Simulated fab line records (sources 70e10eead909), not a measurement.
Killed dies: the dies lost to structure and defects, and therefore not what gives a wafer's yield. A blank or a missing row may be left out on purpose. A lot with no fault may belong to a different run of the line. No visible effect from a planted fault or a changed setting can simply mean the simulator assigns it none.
fab line records -- flow nandHarc
record: lots: 12, wafers: 36, lastDay: 34
route steps=1302 shown P_ZERO_WELL@18
lots that met no fault: taken from a fault-free run of the same line
startH: start of the lot's first displayed wafer, in hours after the record's first day -- waitH: hours since the lot's step before -- " as in the row above -- L1.1+2: several wafers, shown together as one row -- - no value, or no start given -- * or withheld: withheld -- < > ~ a bound
route shown NAME@n: NAME is a module with steps in the file, n the number in the route of the first one -- usual: average and standard deviation across the fault-free wafers -- same: alike in all rows -- chamber/n: place in a boat -- sites: readings site by site -- _std_site: standard deviation of those values -- _edge_site: mean of outer sites minus mean of inner sites -- radiusMm: how far each site lies from the wafer's centre -- mask NAME#n: copy n -- behind: the last tool/chamber to shape the wafer -- hold: why the lot went on hold/how many hours it stayed there/how the hold came to an end -- device: whichever transistor did not switch (one of n, p or np) -- end of line: the tests these same wafers got at the end of their route -- step lacking rows: just its recipe -- killed: dies lost to structure and defects at the first sort, not the wafer's yield -- map: per-die view of a wafer (x killed, . not killed, _ where there is no die)
set.NAME: the setting the step ran with; set.NAME@STEP: the setting that earlier step ran with -- model.NAME: the simulator's own value behind a step, which no gauge read
one table for each step of the route and one row for each wafer, over a sample of lots
services: from which hour (startH, from the record's first day; less than 0 if before it) a tool's chamber was out of use, for how many hours, and why
== steps ==
step: NHARC_P_ZERO_WELL_ETCH_62
recipe: targetDepthA: 130, timeS: 6.5, chf3FlowSccm: 50, arFlowSccm: 200, rfW: 500, biasW: 200, chemistry: CHF3/Ar
usual: chamberPressureMTorr: 25.004/0.021, drypumpMotorCurrentA: 5.6/0.44, oesProductAu: 0.957/0.016, rfVppV: 369.7/1.9, showerheadPlenumPTorr: 2.31/0.076, throttleValvePct: 20.217/0.008
lot.wafer,tool,chamber,startH,waitH,chamberPressureMTorr,drypumpMotorCurrentA,oesProductAu,rfHoursCounterH,rfVppV,showerheadPlenumPTorr,throttleValvePct
L705.2,rieDiel-03,2,-,-,25.016,5.5,0.945,27,371.1,2.38,20.230
L705.1,rieDiel-03,0,-,-,25.027,6.1,0.961,25,373.1,2.40,20.212
L705.4,rieDiel-03,1,-,-,25.016,5.8,0.941,25,368.1,2.21,20.209
L709.1,rieDiel-11,1,-,-,25.021,5.6,0.979,48,368.5,2.22,20.202
L709.2,rieDiel-11,2,-,-,25.025,5.3,0.972,47,370.6,2.30,20.211
L709.4,rieDiel-11,3,-,-,24.990,5.8,0.963,42,369.5,2.28,20.222
L711.4,rieDiel-03,0,-,-,25.015,6.1,0.969,49,372.1,2.39,20.206
L711.3,rieDiel-03,2,-,-,24.996,5.5,0.957,48,371.3,2.37,20.221
L711.5,rieDiel-03,0,-,-,24.976,6.1,0.971,-,371.2,2.39,20.210
L713.4,rieDiel-03,2,-,-,25.028,5.5,0.938,54,371.0,2.37,20.234
L713.1,rieDiel-03,0,-,-,24.977,6.1,0.962,57,371.7,2.39,20.219
L713.5,rieDiel-03,2,-,-,24.966,5.5,0.937,-,371.3,2.37,20.224
L714.3,rieDiel-02,3,-,-,24.994,5.2,0.945,21,369.8,2.32,20.199
L714.2,rieDiel-02,0,-,-,25.052,5.2,0.950,20,370.3,2.40,20.215
L714.4,rieDiel-02,1,-,-,25.040,6.2,0.926,-,367.0,2.19,20.218
L716.2,rieDiel-03,2,-,-,25.008,5.5,0.970,4,371.9,2.37,20.217
L716.1,rieDiel-03,3,-,-,25.009,5.1,0.988,4,369.3,2.33,20.230
L716.4,rieDiel-03,0,-,-,24.995,6.1,0.958,4,372.8,2.39,20.225
L721.2,rieDiel-02,2,-,-,25.067,4.9,0.949,28,372.1,2.36,20.202
L721.1,rieDiel-02,0,-,-,24.980,5.2,0.943,44,372.4,2.39,20.218
L721.6,rieDiel-02,0,-,-,24.997,5.2,0.962,-,372.1,2.39,20.217
L724.2,rieDiel-02,1,-,-,24.973,6.2,0.959,48,366.1,2.17,20.215
L724.3,rieDiel-02,2,-,-,24.995,4.9,0.951,35,370.0,2.36,20.215
L724.4,rieDiel-02,3,-,-,25.005,5.2,0.952,53,370.5,2.31,20.203
L725.2,rieDiel-11,0,-,-,25.039,6.3,0.955,45,371.0,2.31,20.216
L725.3,rieDiel-11,2,-,-,25.014,5.3,0.947,44,369.2,2.28,20.210
L725.5,rieDiel-11,0,-,-,24.986,6.3,0.952,-,370.8,2.31,20.225
L726.1,rieDiel-02,0,-,-,24.958,5.2,0.966,1,372.4,2.39,20.221
L726.3,rieDiel-02,1,-,-,24.977,6.2,0.966,1,374.9,2.53,20.227
L726.6,rieDiel-02,3,-,-,25.005,5.2,0.964,-,370.5,2.31,20.203
L727.2,rieDiel-11,1,-,-,25.030,5.6,0.969,54,367.3,2.20,20.215
L727.4,rieDiel-11,3,-,-,24.998,5.8,0.961,56,368.3,2.25,20.208
L727.5,rieDiel-11,1,-,-,25.015,5.6,0.966,-,367.3,2.20,20.219
L728.1,rieDiel-11,3,-,-,25.000,5.8,0.980,57,367.1,2.25,20.221
L728.3,rieDiel-11,0,-,-,24.953,6.3,0.976,57,369.6,2.31,20.221
L728.4,rieDiel-11,1,-,-,25.013,5.6,0.969,57,366.6,2.20,20.205
step: NHARC_P_ZERO_WELL_ETCH_63
recipe: targetDepthA: 1200, timeS: 40.1, hbrFlowSccm: 150, cl2FlowSccm: 50, rfW: 400, icpW: 400, biasW: 100, chemistry: HBr/Cl2
usual: chamberPressureMTorr: 14.998/0.012, drypumpMotorCurrentA: 5.9/0.36, oesProductAu: 0.998/0.0093, throttleValvePct: 26.406/0.0094
lot.wafer,tool,chamber,startH,waitH,chamberPressureMTorr,drypumpMotorCurrentA,oesProductAu,rfHoursCounterH,throttleValvePct
L705.2,rieSi-02,2,21.77,-,14.979,5.6,0.992,0.69,26.396
L705.4,rieSi-02,3,21.77,-,15.011,6.3,0.997,0.69,26.383
L705.1,rieSi-02,1,21.77,-,14.990,5.6,0.994,0.62,26.404
L709.4,rieSi-02,0,61.65,-,14.995,5.7,0.990,0.78,26.386
L709.2,rieSi-02,1,61.65,-,15.009,5.6,1.007,0.86,26.414
L709.1,rieSi-02,3,61.65,-,15.003,6.2,1.000,0.87,26.398
L711.3,rieSi-02,1,81.54,-,15.007,5.6,0.995,1.03,26.408
L711.4,rieSi-02,3,81.54,-,15.021,6.3,1.002,1.05,26.403
L711.5,rieSi-02,1,81.54,-,15.009,5.6,1.015,-,26.398
L713.4,rieSi-01,2,101.72,-,14.999,5.3,0.986,0.43,26.410
L713.1,rieSi-01,3,101.72,-,15.015,6.4,0.994,0.49,26.423
L713.5,rieSi-01,2,101.72,-,14.982,5.3,0.995,-,26.414
L714.2,rieSi-02,3,111.75,-,14.988,6.3,0.992,0.00,26.390
L714.3,rieSi-02,0,111.75,-,14.997,5.7,0.996,0.00,26.414
L714.4,rieSi-02,1,111.75,-,14.989,5.6,0.977,0.00,26.400
L716.4,rieSi-01,0,131.68,-,14.994,5.7,0.997,0.67,26.412
L716.2,rieSi-01,2,131.68,-,14.987,5.3,0.995,0.59,26.409
L716.1,rieSi-01,3,131.68,-,15.024,6.4,0.990,0.70,26.409
L721.1,rieSi-06,1,181.57,-,14.999,6.2,1.008,0.66,26.403
L721.2,rieSi-06,2,181.57,-,14.997,6.0,1.002,0.71,26.412
L721.6,rieSi-06,1,181.57,-,14.984,6.2,1.002,-,26.396
L724.3,rieSi-06,1,211.66,-,14.999,6.2,1.002,0.85,26.384
L724.4,rieSi-06,3,211.66,-,15.003,6.3,0.997,0.92,26.402
L724.2,rieSi-06,0,211.66,-,14.996,5.4,1.003,0.86,26.407
L725.3,rieSi-06,3,221.71,-,15.015,6.3,1.003,0.94,26.409
L725.2,rieSi-06,0,221.71,-,15.011,5.4,1.005,0.88,26.412
L725.5,rieSi-06,3,221.71,-,14.979,6.4,1.002,-,26.408
L726.3,rieSi-01,2,231.68,-,14.981,5.3,1.006,0.11,26.400
L726.1,rieSi-01,3,231.68,-,14.984,6.4,0.995,0.16,26.414
L726.6,rieSi-01,1,231.68,-,15.011,5.7,1.011,-,26.409
L727.4,rieSi-02,3,241.71,-,15.004,6.3,1.006,0.72,26.407
L727.2,rieSi-02,2,241.71,-,14.988,5.6,0.999,0.82,26.413
L727.5,rieSi-02,0,241.71,-,14.992,5.7,0.996,-,26.401
L728.3,rieSi-02,3,251.67,-,14.995,6.2,1.007,0.80,26.404
L728.1,rieSi-02,1,251.67,-,15.003,5.6,0.988,0.99,26.414
L728.4,rieSi-02,3,251.67,-,14.987,6.2,1.006,-,26.419
step: NHARC_P_ZERO_WELL_CD_MEAS_37
recipe: targetCdNm: 720, landingEnergyEv: 500
usual: cdNm: 720.0/1.6
lot.wafer,tool,chamber,startH,waitH,cdNm
L705.1,cdSem-02,0,24.20,-,718.4
L705.2,cdSem-02,0,24.20,-,719.3
L705.4,cdSem-02,0,24.20,-,719.6
L709.1,cdSem-01,0,64.24,-,719.9
L709.2,cdSem-01,0,64.24,-,718.9
L709.4,cdSem-01,0,64.24,-,718.4
L711.3,cdSem-02,0,84.69,-,722.4
L711.4,cdSem-02,0,84.69,-,719.6
L711.5,cdSem-02,0,84.69,-,720.4
L713.1,cdSem-03,0,104.27,-,720.6
L713.4,cdSem-03,0,104.27,-,721.1
L713.5,cdSem-03,0,104.27,-,720.2
L714.2,cdSem-01,0,114.17,-,719.6
L714.3,cdSem-01,0,114.17,-,720.5
L714.4,cdSem-01,0,114.17,-,719.1
L716.1,cdSem-01,0,134.23,-,718.1
L716.2,cdSem-01,0,134.23,-,718.3
L716.4,cdSem-01,0,134.23,-,721.9
L721.1,cdSem-01,0,183.87,-,722.0
L721.2,cdSem-01,0,183.87,-,719.0
L721.6,cdSem-01,0,183.87,-,719.2
L724.2,cdSem-01,0,214.09,-,717.7
L724.3,cdSem-01,0,214.09,-,721.4
L724.4,cdSem-01,0,214.09,-,718.0
L725.2,cdSem-01,0,226.96,-,722.1
L725.3,cdSem-01,0,226.96,-,722.2
L725.5,cdSem-01,0,226.96,-,722.0
L726.1,cdSem-02,0,234.20,-,719.3
L726.3,cdSem-02,0,234.20,-,719.9
L726.6,cdSem-02,0,234.20,-,717.6
L727.2,cdSem-02,0,244.03,-,720.3
L727.4,cdSem-02,0,244.03,-,722.3
L727.5,cdSem-02,0,244.03,-,721.4
L728.1,cdSem-03,0,254.16,-,717.8
L728.3,cdSem-03,0,254.16,-,718.1
L728.4,cdSem-03,0,254.16,-,720.8
step: NHARC_P_ZERO_WELL_EXPOSE_49
recipe: na: 0.6, targetCdNm: 2000, doseMj: 22.64, maskId: P_HVPW
lot.wafer,tool,chamber,startH,waitH,mask
L705.1+2+4,krfScanner-04,0,26.12,-,P_HVPW#0
L709.1+2+4,krfScanner-01,0,65.71,-,P_HVPW#0
L711.3+4+5,krfScanner-02,0,86.05,-,P_HVPW#0
L713.1+4+5,krfScanner-01,0,105.63,-,P_HVPW#0
L714.2+3+4,krfScanner-01,0,115.52,-,P_HVPW_R1#0
L716.1+2+4,krfScanner-04,0,135.60,-,P_HVPW#0
L721.1+2+6,krfScanner-02,0,185.22,-,P_HVPW#0
L724.2+3+4,krfScanner-01,0,215.58,-,P_HVPW#0
L725.2+3+5,krfScanner-01,0,228.31,-,P_HVPW#0
L726.1+3+6,krfScanner-01,0,235.57,-,P_HVPW#0
L727.2+4+5,krfScanner-04,0,245.51,-,P_HVPW#0
L728.1+3+4,krfScanner-02,0,255.64,-,P_HVPW#0
step: NHARC_P_ZERO_WELL_CD_MEAS_52
recipe: targetCdNm: 2000, landingEnergyEv: 500
usual: cdNm: 2000.3/1.8
lot.wafer,tool,chamber,startH,waitH,hold,cdNm
L705.1,cdSem-01,0,26.28,-,-,1998.8
L705.2,cdSem-01,0,26.28,-,-,2000.2
L705.4,cdSem-01,0,26.28,-,-,1997.9
L709.1,cdSem-02,0,65.87,-,-,2000.9
L709.2,cdSem-02,0,65.87,-,-,1999.0
L709.4,cdSem-02,0,65.87,-,-,1996.8
L711.3,cdSem-03,0,86.20,-,-,1998.9
L711.4,cdSem-03,0,86.20,-,-,1998.7
L711.5,cdSem-03,0,86.20,-,-,2000.3
L713.1,cdSem-02,0,105.78,-,-,1998.5
L713.4,cdSem-02,0,105.78,-,-,2003.5
L713.5,cdSem-02,0,105.78,-,-,2003.7
L714.2,cdSem-02,0,115.67,-,awaitDispo/0.2h/release,1979.0
L714.3,cdSem-02,0,115.67,-,awaitDispo/0.2h/release,1981.1
L714.4,cdSem-02,0,115.67,-,awaitDispo/0.2h/release,1980.9
L714.2,cdSem-02,0,-,-,-,1979.5
L714.3,cdSem-02,0,-,-,-,1981.5
L714.4,cdSem-02,0,-,-,-,1980.4
L716.1,cdSem-01,0,135.76,-,-,1998.8
L716.2,cdSem-01,0,135.76,-,-,2000.5
L716.4,cdSem-01,0,135.76,-,-,1998.3
L721.1,cdSem-01,0,185.38,-,-,1999.0
L721.2,cdSem-01,0,185.38,-,-,1996.8
L721.6,cdSem-01,0,185.38,-,-,2001.0
L724.2,cdSem-02,0,215.74,-,-,2000.0
L724.3,cdSem-02,0,215.74,-,-,2001.1
L724.4,cdSem-02,0,215.74,-,-,1996.0
L725.2,cdSem-03,0,228.46,-,-,1997.1
L725.3,cdSem-03,0,228.46,-,-,1998.7
L725.5,cdSem-03,0,228.46,-,-,2000.7
L726.1,cdSem-03,0,235.72,-,-,1998.2
L726.3,cdSem-03,0,235.72,-,-,1999.9
L726.6,cdSem-03,0,235.72,-,-,2001.3
L727.2,cdSem-01,0,245.67,-,-,2001.1
L727.4,cdSem-01,0,245.67,-,-,1998.5
L727.5,cdSem-01,0,245.67,-,-,2001.1
L728.1,cdSem-03,0,255.80,-,-,2002.7
L728.3,cdSem-03,0,255.80,-,-,2002.2
L728.4,cdSem-03,0,255.80,-,-,2000.4
== services ==
tool,chamber,startH,hours,kind
rieDiel-03,3,-0.96,2.9,repair
rieDiel-02,-,40.37,9.0,pm
rieDiel-03,2,56.21,2.5,repair
rieDiel-03,3,59.40,5.6,repair
rieDiel-02,1,71.11,11.5,repair
rieDiel-11,0,75.39,7.9,repair
rieDiel-11,-,78.53,9.0,pm
rieDiel-03,3,84.47,6.9,repair
rieSi-02,3,86.76,3.9,repair
rieDiel-02,2,90.98,1.4,repair
rieDiel-11,-,96.01,1.3,repair
rieSi-02,-,100.00,9.0,pm
rieDiel-03,-,104.38,9.0,pm
rieDiel-02,2,106.94,35.3,repair
rieSi-02,2,123.60,6.5,repair
krfScanner-01,-,140.00,4.0,pm
krfScanner-01,-,146.64,0.8,repair
krfScanner-01,-,147.72,3.9,repair
rieDiel-02,0,156.25,9.1,repair
rieDiel-02,1,166.55,2.4,repair
rieDiel-02,3,176.76,7.7,repair
rieDiel-11,3,189.91,5.3,repair
rieDiel-02,0,202.13,1.4,repair
rieSi-02,2,249.80,3.1,repair
== key ==
firstSign: step: NHARC_P_ZERO_WELL_EXPOSE_49, reading: mask, direction: changed
effect: step: NHARC_P_ZERO_WELL_CD_MEAS_52, reading: visit, direction: added
effect: step: NHARC_P_ZERO_WELL_CD_MEAS_52, reading: cdNm, direction: down, sigmas: 11, usual: 2000.3, struck: 1980.3
metAt NHARC_P_ZERO_WELL_EXPOSE_49
struckLots L714
testerLeftOut L714
notActingAt NHARC_P_ZERO_WELL_ETCH_62,NHARC_P_ZERO_WELL_ETCH_63,NHARC_P_ZERO_WELL_CD_MEAS_37
onsetBetween 105.63 115.52
fault: kind: wrongMask, tool: any, chamber: -, onsetH: 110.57, steps: NHARC_P_ZERO_WELL_EXPOSE_49, auxCopy: P_HVPW_R1#0, cdOffsetNm: -18.155, scope: struckLotsOnly
testerLeftOut: of these lots the tester's yield and bins aren't shown, on N5 and GAA mostly nor the transistor test; their killed dies are dies lost to structure and defects alone, not to doping, threshold or leakage, so they don't give the yield
